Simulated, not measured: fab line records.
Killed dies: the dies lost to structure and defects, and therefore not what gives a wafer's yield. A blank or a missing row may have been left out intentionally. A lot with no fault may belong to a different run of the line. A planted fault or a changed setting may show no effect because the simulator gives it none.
Struck lot and sound lot, side by side	flow n5Finfet	38 steps out of a route of 1938
Sound: the wafers L609.1, L609.3, L609.6. Struck: wafers L603.2, L603.6. (L603.3 of the same lot was not struck and is left out.) The cause comes at the end.
For every step that has rows: the tool of each side, followed by ch and its chambers, followed by its first start. Under that, the readings that differ: sound wafers	struck wafers	difference of the means	sigmas: that difference in standard deviations of wafers without a fault.
alike: words and numbers the same on both sides, and readings whose means are apart by under 2 such deviations; not compared: readings that were withheld, readings missing a value for some wafer, numbers with overlapping values and no deviation given by the record, and bounds like >300 which may hide the same value.
A row with sigmas, a row that says differs or no value, or rows on one side alone: a step with any of these is where the two part. Non-overlapping numbers with no deviation appear without sigmas and do not part them. Lack of a reading on every wafer of one side parts them only where that side has two or more wafers.

first, 9 steps without rows for these wafers: N5_BEOL_M4_ANNEAL_95 (time 240 s); N5_BEOL_M4_SPUTTER_96 (material Cu, target thk 4.5 nm, time 8.29 s); N5_BEOL_M4_ECD_50 (material Cu, target thk 300 nm); N5_BEOL_M4_ANNEAL_51 (time 90 s); N5_BEOL_M4_CMP_52 (polishes, stops on SiOC, t overpolish 6.8 s, target thk 40 nm); N5_BEOL_M4_PRE_CLEAN_60 (time 15 s); N5_BEOL_M4_CO_CAP_55 (material Co, precursor CCTBA/H2, target thk 2 nm, time 102.1 s); N5_BEOL_M4_PRE_CLEAN_56 (time 15 s); N5_BEOL_M4_DEP_57 (deposits SiCN from 3MS/NH3, target thk 8 nm, time 14 s).
N5_BEOL_M4_RC_MEAS_101:
  sound on prober-01 ch 0, day 13 17:56; struck on prober-01 ch 0, day 12 02:46
reading	sound	struck	difference	sigmas
DIBL_N (mV/V)	40.2 39.1 40.0	35.9 35.4	-4.1	-3
IOFF_P (nA/um)	0.29 0.26 0.29	0.21 0.19	-0.08	-2
SS_N (mV/dec)	72.2 72.6 72.2	71.5 70.7	-1.2	-2
  alike: DIBL_P, IOFF_N, ION_N, ION_P, SS_P, VT_N, VT_P
then, 24 steps without rows for these wafers: N5_BEOL_M5_ILD_DEP_00 (deposits SiCOH lowk from DEMS/porogen, target thk 140.64 nm, time 25.9 s); N5_BEOL_M5_CURE_79 (cures SiCOH lowk, time 240 s); N5_BEOL_M5_PECVD_70 (deposits SiO2 from TEOS/O2, target thk 16 nm, time 18 s); N5_BEOL_M5_HM_DEP_02 (deposits TiN, target thk 20 nm); N5_BEOL_M5_COAT_59 (time 60 s, resist thk 60 nm); N5_BEOL_M5_COAT_60 (time 60 s, resist thk 12 nm); N5_BEOL_M5_COAT_71 (time 60 s, resist thk 5 nm); N5_BEOL_M5_COAT_05 (resist thk 30 nm); N5_BEOL_M5_EBR_07; N5_BEOL_M5_SOFTBAKE_06 (time 60 s); N5_BEOL_M5_EXPOSE_08 (exposes mask M5, target cd 28 nm); N5_BEOL_M5_PEB_09 (peb time 60 s); N5_BEOL_M5_DEVELOP_10 (develop time 30 s); N5_BEOL_M5_DESCUM_16 (chemistry O2, time 7 s); N5_BEOL_M5_ETCH_72 (etches underlayer in N2/H2, target depth 6.5 nm, time 5.2 s); N5_BEOL_M5_ETCH_61 (etches SiARC in CF4, target depth 15.6 nm, time 26 s); N5_BEOL_M5_ETCH_62 (etches SOC in N2/H2, target depth 75 nm, overetch 15 nm, time 112.5 s); N5_BEOL_M5_STRIP_63 (strips in N2/H2); N5_BEOL_M5_STRIP_73 (strips in N2/H2); N5_BEOL_M5_STRIP_64 (strips in CF4); N5_BEOL_M5_HM_OPEN_17 (chemistry Cl2/BCl3, target TiN, target depth 20 nm, overetch 6 nm); N5_BEOL_M5_STRIP_19 (strips in O2); N5_BEOL_M5_COAT_65 (time 60 s, resist thk 60 nm); N5_BEOL_M5_COAT_66 (time 60 s, resist thk 12 nm).
N5_BEOL_M10_ILD_DEP_00: deposits SiCOH lowk from DEMS/porogen, target thk 308.51 nm, time 58 s.
  sound on pecvd-04 ch 1,2, day 16 05:50; struck on pecvd-02 ch 0,1, day 14 01:16
reading	sound	struck	difference	sigmas
runLengthS (s)	101.4 100.7 101.2	71.5 70.6	-30.1	-73
model.SiCOH_lowk_of_BEOL_M10_ILD_DEP_00.thkNm (nm)	308.8 306.6 311.4	158 155.8	-152	
  alike: heaterPowerW, showerheadPlenumPTorr, throttleValvePct
N5_BEOL_M10_THK_MEAS_01:
  sound: filmMetro-01 at day 16 06:36; struck: filmMetro-01 at day 14 02:05
reading	sound	struck	difference	sigmas
M10_ILD_THK (nm)	268 266 271	136 134	-133	-36
N5_BEOL_M10_CMP_52: polishes, stops on SiCOH lowk, t overpolish 7 s, target thk 140 nm.
  sound on cmp-01 ch 0,1,2, day 16 13:58; struck on cmp-04 ch 3, day 14 12:23
reading	sound	struck	difference	sigmas
motorCurrentA (A)	6.1 6.4 6.5	4.5 4.6	-1.8	-3
model.SiCOH_lowk_of_BEOL_M10_ILD_DEP_00.thkNm (nm)	265.2 263.4 267.6	133 131	-133	
  alike: platenRpm
N5_PASSIVATION_PROBE_49:
  rows exist in the record for the struck wafers here (prober-01, day 16 10:42), but not for the sound ones

WHERE THEY PART
Earliest at N5_BEOL_M4_RC_MEAS_101; latest, in this record, at N5_PASSIVATION_PROBE_49.

WHY: the cause the simulator had injected
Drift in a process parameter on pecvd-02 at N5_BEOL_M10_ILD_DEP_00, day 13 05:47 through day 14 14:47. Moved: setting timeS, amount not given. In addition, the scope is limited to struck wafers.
